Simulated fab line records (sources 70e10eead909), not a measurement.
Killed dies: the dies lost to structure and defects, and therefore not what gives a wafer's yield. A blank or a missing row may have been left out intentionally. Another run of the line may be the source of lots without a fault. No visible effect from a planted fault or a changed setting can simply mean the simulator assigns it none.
Chamber matching    flow nandHarc    NHARC_A_SGD_CUT_ETCHBACK_24 on rieDiel-08 has 4 sister chambers
The step etches the open film in CH3F/O2, target depth 50 nm, time 92.857 s. 18 wafers are shown with their chamber, then 9 later ones without.

== WAFERS WITH THEIR CHAMBER ==
wafer   chamber  showerheadPlenumPTorr (Torr)  rfVppV (V)  oesProductAu (a.u.)
L074.2  0        2.38                          242.6       0.99
L074.5  3        2.49                          242.7       1.01
L074.6  2        2.58                          246.9       1.00
L076.3  0        2.38                          242.4       0.99
L076.4  1        2.42                          245.0       1.00
L076.6  3        2.49                          245.8       1.01
L083.1  2        2.58                          246.5       1.01
L083.5  1        2.42                          243.1       0.99
L083.6  0        2.38                          242.4       0.99
L086.1  1        2.42                          244.5       0.91
L086.3  2        2.58                          245.6       0.93
L086.4  3        2.49                          245.6       1.01
L088.1  1        2.42                          242.5       0.95
L088.2  0        2.38                          243.9       0.93
L088.5  1        2.42                          240.4       0.94
L089.4  2        2.57                          245.3       0.96
L089.5  0        2.38                          241.6       0.96
L089.6  1        2.42                          242.7       0.96

SIGNATURES (averages over the wafers above)
reading                chamber 0  chamber 1  chamber 2  chamber 3  scatter within a chamber
showerheadPlenumPTorr  2.3800     2.4200     2.5775     2.4900     0.00231
rfVppV                 242.580    243.033    246.075    244.700    1.3
oesProductAu           0.9720     0.9583     0.9750     1.0100     0.0298
Rule: a wafer lies at a distance from a chamber equal to the root of the sum of squares, over the readings, of (its reading less the chamber's mean, divided by the reading's scatter). If the next closest chamber is less than 2 further off than the closest, the wafer can't be placed; otherwise it belongs to the closest. How the scatter is found: for the shown wafers, subtract from each reading the mean of its chamber, square and add these, divide the total by (wafers less chambers), then take the root.

== WAFERS MISSING THEIR CHAMBER ==
wafer   showerheadPlenumPTorr (Torr)  rfVppV (V)  oesProductAu (a.u.)
L090.1  2.42                          243.7       0.99
L090.4  2.58                          245.6       0.99
L090.5  2.58                          246.9       0.99
L092.1  2.49                          245.3       0.93
L092.2  2.38                          242.6       0.92
L092.6  2.57                          245.7       0.93
L097.3  2.42                          242.9       0.99
L097.4  2.38                          244.5       1.00
L097.6  2.57                          246.1       1.00

== THE CHAMBER EACH PASSED THROUGH ==
wafer   from the rows above  in truth
L090.1  1                    1
L090.4  2                    2
L090.5  2                    2
L092.1  3                    3
L092.2  0                    0
L092.6  2                    2
L097.3  1                    1
L097.4  0                    0
L097.6  2                    2
Placed correctly: 9 of 9. Left unplaced by these rows: 0. 0 placed wrongly.
